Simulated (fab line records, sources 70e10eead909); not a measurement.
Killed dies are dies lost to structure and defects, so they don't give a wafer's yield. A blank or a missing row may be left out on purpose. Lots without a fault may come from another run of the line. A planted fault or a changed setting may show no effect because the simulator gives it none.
Chamber matching | flow nand_harc | NHARC_A_BLC_STRIP_21 on rie_diel-09: 4 sister chambers
The step strips in O2. 16 wafers are shown with their chamber, then 8 later ones without.

WAFERS WITH THEIR CHAMBER
wafer  | chamber | showerhead_plenum_p_Torr (Torr) | drypump_motor_current_A (A) | rf_vpp_V (V)
L075.1 | 0       | 3.41                            | 5.7                         | 56.5
L075.3 | 1       | 3.44                            | 5.1                         | 57.3
L075.4 | 2       | 3.36                            | 5.1                         | 58.0
L076.1 | 0       | 3.41                            | 5.7                         | 58.9
L076.3 | 2       | 3.36                            | 5.1                         | 57.3
L076.6 | 2       | 3.36                            | 5.1                         | 57.8
L079.1 | 2       | 3.36                            | 5.1                         | 57.5
L079.4 | 0       | 3.41                            | 5.7                         | 59.2
L079.5 | 1       | 3.44                            | 5.0                         | 56.0
L082.1 | 3       | 3.34                            | 6.5                         | 56.0
L082.2 | 1       | 3.44                            | 5.1                         | 56.4
L082.6 | 2       | 3.36                            | 5.0                         | 57.7
L086.3 | 1       | 3.44                            | 5.1                         | 56.4
L086.4 | 2       | 3.35                            | 5.1                         | 57.3
L086.6 | 3       | 3.34                            | 6.5                         | 57.6
L089.3 | 2       | 3.35                            | 5.1                         | 58.1

SIGNATURES (means of the wafers above)
reading                  | chamber 0 | chamber 1 | chamber 2 | chamber 3 | scatter within a chamber
showerhead_plenum_p_Torr | 3.4100    | 3.4400    | 3.3571    | 3.3400    | 0.00345
drypump_motor_current_A  | 5.700     | 5.075     | 5.086     | 6.500     | 0.0366
rf_vpp_V                 | 58.200    | 56.525    | 57.671    | 56.800    | 0.774
Rule: a wafer's distance from a chamber is the root of the sum, over the readings, of the square of ((its reading less the chamber's mean) divided by the reading's scatter). The wafer belongs to the nearest chamber; if the next one is less than 2 further off, it can't be placed. The scatter: the root of (the sum of the squares of (reading less its chamber's mean) over the shown wafers, divided by (wafers less chambers)).

WAFERS WITHOUT THEIR CHAMBER
wafer  | showerhead_plenum_p_Torr (Torr) | drypump_motor_current_A (A) | rf_vpp_V (V)
L089.4 | 3.44                            | 5.1                         | 58.0
L089.5 | 3.33                            | 6.5                         | 58.2
L088.2 | 3.44                            | 5.1                         | 57.3
L088.5 | 3.35                            | 5.1                         | 57.1
L088.6 | 3.34                            | 6.5                         | 56.9
L097.2 | 3.44                            | 5.1                         | 57.8
L097.3 | 3.33                            | 6.5                         | 56.9
L097.4 | 3.35                            | 5.1                         | 58.7

WHICH CHAMBER EACH WENT THROUGH
wafer  | from the rows above | in truth
L089.4 | 1                   | 1
L089.5 | 3                   | 3
L088.2 | 1                   | 1
L088.5 | 2                   | 2
L088.6 | 3                   | 3
L097.2 | 1                   | 1
L097.3 | 3                   | 3
L097.4 | 2                   | 2
Placed correctly: 8 of 8. Can't be placed from these rows: 0. Placed wrongly: 0.
